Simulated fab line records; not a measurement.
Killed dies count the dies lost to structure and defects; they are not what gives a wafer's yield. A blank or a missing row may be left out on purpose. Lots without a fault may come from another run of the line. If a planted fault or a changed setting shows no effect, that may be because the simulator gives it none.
Check of tool commonality :: flow nand harc :: Lots sampled 2, wafers sampled 6

REASON IT WAS OPENED
Flagged at NHARC_END_SORT_01: reading killed at array, on 2 of 2 lots. Fault-free wafers read 29, with a standard deviation of 11.
Rule: flag the lot when none of its wafers has a number, or when each of its wafers that has one lies beyond 4 standard deviations from that mean. The other lots count as sound.

lot: L455
measured: day 21 06:13
on: prober-01
killed at array, wafer by wafer: 673 676 671
flag: FLAGGED

lot: L454
measured: day 21 14:41
on: prober-02
killed at array, wafer by wafer: 675 671 668
flag: FLAGGED
The mean of the flagged lots' numbers is 672, +643 from the usual (+58 standard deviations).

LOT BY LOT: THE TOOL USED
4 process steps preceding the reading are held in the record, out of 1159 steps in the route. Each cell gives the tool, then ch followed by the chambers the sampled wafers passed through, then the start.
lot: L455
flag: FLAGGED
NHARC_A_CONTACT_DESCUM_13: rie diel-10 ch 0,1, day 18 08:24
NHARC_A_CONTACT_ETCH_134: har cap etch-01 ch 0,1, day 18 11:25
NHARC_A_CONTACT_ETCH_137: har cap etch-01 ch 0,1, day 18 12:01
NHARC_A_CONTACT_ALD_18: ald metal-02 ch 1,2,3, day 18 14:07

lot: L454
flag: FLAGGED
NHARC_A_CONTACT_DESCUM_13: rie diel-03 ch 1,2, day 18 11:49
NHARC_A_CONTACT_ETCH_134: har cap etch-03 ch 0,1, day 18 12:55
NHARC_A_CONTACT_ETCH_137: har cap etch-03 ch 0,1, day 18 13:19
NHARC_A_CONTACT_ALD_18: ald metal-03 ch 0,1, day 18 15:05
What is done by these steps:
- NHARC_A_CONTACT_DESCUM_13: chemistry O2, time 3 s.
- NHARC_A_CONTACT_ETCH_134: etches the open film in C4F8/O2/Ar, time 140 s, target depth 700 nm.
- NHARC_A_CONTACT_ETCH_137: etches the open film in C4F8/O2/Ar, time 132 s, target depth 1287 nm.
- NHARC_A_CONTACT_ALD_18: deposits TiN, target thk 3 nm, pulse time 1 s, ald cycles 150.
- NHARC_END_SORT_01

FLAGGED AGAINST TOTAL, ONE TOOL AT A TIME (gauges that did the reading follow at the end)
step: NHARC_A_CONTACT_DESCUM_13
tool: rie diel-03
lots run: 1
flagged: 1
share of the flagged lots: some
sound lots run after its first flagged lot: 0

step: NHARC_A_CONTACT_DESCUM_13
tool: rie diel-10
lots run: 1
flagged: 1
share of the flagged lots: some
sound lots run after its first flagged lot: 0

step: NHARC_A_CONTACT_ETCH_134
tool: har cap etch-01
lots run: 1
flagged: 1
share of the flagged lots: some
sound lots run after its first flagged lot: 0

step: NHARC_A_CONTACT_ETCH_134
tool: har cap etch-03
lots run: 1
flagged: 1
share of the flagged lots: some
sound lots run after its first flagged lot: 0

step: NHARC_A_CONTACT_ETCH_137
tool: har cap etch-01
lots run: 1
flagged: 1
share of the flagged lots: some
sound lots run after its first flagged lot: 0

step: NHARC_A_CONTACT_ETCH_137
tool: har cap etch-03
lots run: 1
flagged: 1
share of the flagged lots: some
sound lots run after its first flagged lot: 0

step: NHARC_A_CONTACT_ALD_18
tool: ald metal-02
lots run: 1
flagged: 1
share of the flagged lots: some
sound lots run after its first flagged lot: 0

step: NHARC_A_CONTACT_ALD_18
tool: ald metal-03
lots run: 1
flagged: 1
share of the flagged lots: some
sound lots run after its first flagged lot: 0

step: NHARC_END_SORT_01
tool: prober-01
lots run: 1
flagged: 1
share of the flagged lots: some
sound lots run after its first flagged lot: 0

step: NHARC_END_SORT_01
tool: prober-02
lots run: 1
flagged: 1
share of the flagged lots: some
sound lots run after its first flagged lot: 0

WHAT THE TABLE PERMITS
No row of the table ran every flagged lot.

WHAT THE SIMULATOR PUT IN
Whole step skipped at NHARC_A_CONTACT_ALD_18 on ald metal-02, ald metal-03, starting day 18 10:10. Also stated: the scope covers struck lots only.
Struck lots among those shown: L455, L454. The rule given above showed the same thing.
